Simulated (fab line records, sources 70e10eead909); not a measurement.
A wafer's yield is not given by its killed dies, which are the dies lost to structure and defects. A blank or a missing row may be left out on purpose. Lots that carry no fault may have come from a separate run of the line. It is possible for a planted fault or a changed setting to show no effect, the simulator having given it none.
Which of the tools did it? || flow nand-harc || 7 lots with 21 wafers sampled at 3 steps, on a route of 1159 steps

## WHAT THE GAUGES SHOWED, per wafer
NHARC_END_SORT_01.
{"lot": "L469", "measured": "day 20 01:11", "on": "prober-02", "killed-at-other": "0 0 0"}
{"lot": "L474", "measured": "day 20 16:41", "on": "prober-01", "killed-at-other": "0 0 0"}
{"lot": "L480", "measured": "day 22 16:40", "on": "prober-02", "killed-at-other": "1 2 4"}
{"lot": "L485", "measured": "day 23 20:22", "on": "prober-02", "killed-at-other": "0 0 0"}
{"lot": "L487", "measured": "day 24 11:56", "on": "prober-02", "killed-at-other": "0 0 0"}
{"lot": "L490", "measured": "day 24 21:24", "on": "prober-01", "killed-at-other": "1 0 1"}
{"lot": "L492", "measured": "day 25 11:16", "on": "prober-01", "killed-at-other": "0 0 0"}

## WHICH TOOL RAN EACH LOT (tool, then ch and the chambers of the sampled wafers, then the start)
{"lot": "L469", "NHARC_A_STAIRCASE_DEP_151": "pecvd-03 ch 1,2, day 12 19:31", "NHARC_A_BONDPAD_CMP_19": "cmp-04 ch 1,2,3, day 18 14:49"}
{"lot": "L474", "NHARC_A_STAIRCASE_DEP_151": "pecvd-02 ch 1,2, day 13 18:00", "NHARC_A_BONDPAD_CMP_19": "cmp-04 ch 0,1,3, day 19 02:01"}
{"lot": "L480", "NHARC_A_STAIRCASE_DEP_151": "pecvd-03 ch 0,2, day 15 17:56", "NHARC_A_BONDPAD_CMP_19": "cmp-01 ch 0,1,2, day 21 02:56"}
{"lot": "L485", "NHARC_A_STAIRCASE_DEP_151": "pecvd-01 ch 0,2, day 16 15:34", "NHARC_A_BONDPAD_CMP_19": "cmp-03 ch 0,1,2, day 22 14:41"}
{"lot": "L487", "NHARC_A_STAIRCASE_DEP_151": "pecvd-01 ch 0,1,2, day 17 02:41", "NHARC_A_BONDPAD_CMP_19": "cmp-04 ch 0,1,2, day 22 22:43"}
{"lot": "L490", "NHARC_A_STAIRCASE_DEP_151": "pecvd-01 ch 1,2, day 17 09:34", "NHARC_A_BONDPAD_CMP_19": "cmp-04 ch 1,2,3, day 23 02:02"}
{"lot": "L492", "NHARC_A_STAIRCASE_DEP_151": "pecvd-02 ch 0,1, day 18 15:55", "NHARC_A_BONDPAD_CMP_19": "cmp-03 ch 0,1,2, day 24 00:30"}
- NHARC_A_STAIRCASE_DEP_151: deposits SiO2, target thk 3800 nm.
- NHARC_A_BONDPAD_CMP_19: polishes, t overpolish 30 s, cu recess touch 16 s, target thk 169.8 nm.

## THE ANSWER, worked out from the rows above alone
Rule: usual is defined by the lots themselves. Put in order of their means at a reading, lots are off if they are a third of the lots or fewer, leave a main group of 4 or more, and stand apart from it by a gap of 3 or more times the standard deviation of the main group's means; of several such gaps the widest counts. A main group whose means are all the same, to the digits that the tables above print for the reading, isn't used. A lot without any number at a reading at which 4 lots or more have one is off too. Any other lot the step has rows for is counted as sound.
Off, at NHARC_END_SORT_01 on killed-at-other: L480. The main group has a mean of 0.1 with a standard deviation of 0.25.
A tool fits if, at a process step before that reading, it ran every lot that is off, and no sound lot after the first of them. Gauges at NHARC_END_SORT_01: tried the same way as those tools. This does not decide it: 2 tools fit, namely pecvd-03 at NHARC_A_STAIRCASE_DEP_151 and cmp-01 at NHARC_A_BONDPAD_CMP_19.

## WHAT THE SIMULATOR HAD INSERTED
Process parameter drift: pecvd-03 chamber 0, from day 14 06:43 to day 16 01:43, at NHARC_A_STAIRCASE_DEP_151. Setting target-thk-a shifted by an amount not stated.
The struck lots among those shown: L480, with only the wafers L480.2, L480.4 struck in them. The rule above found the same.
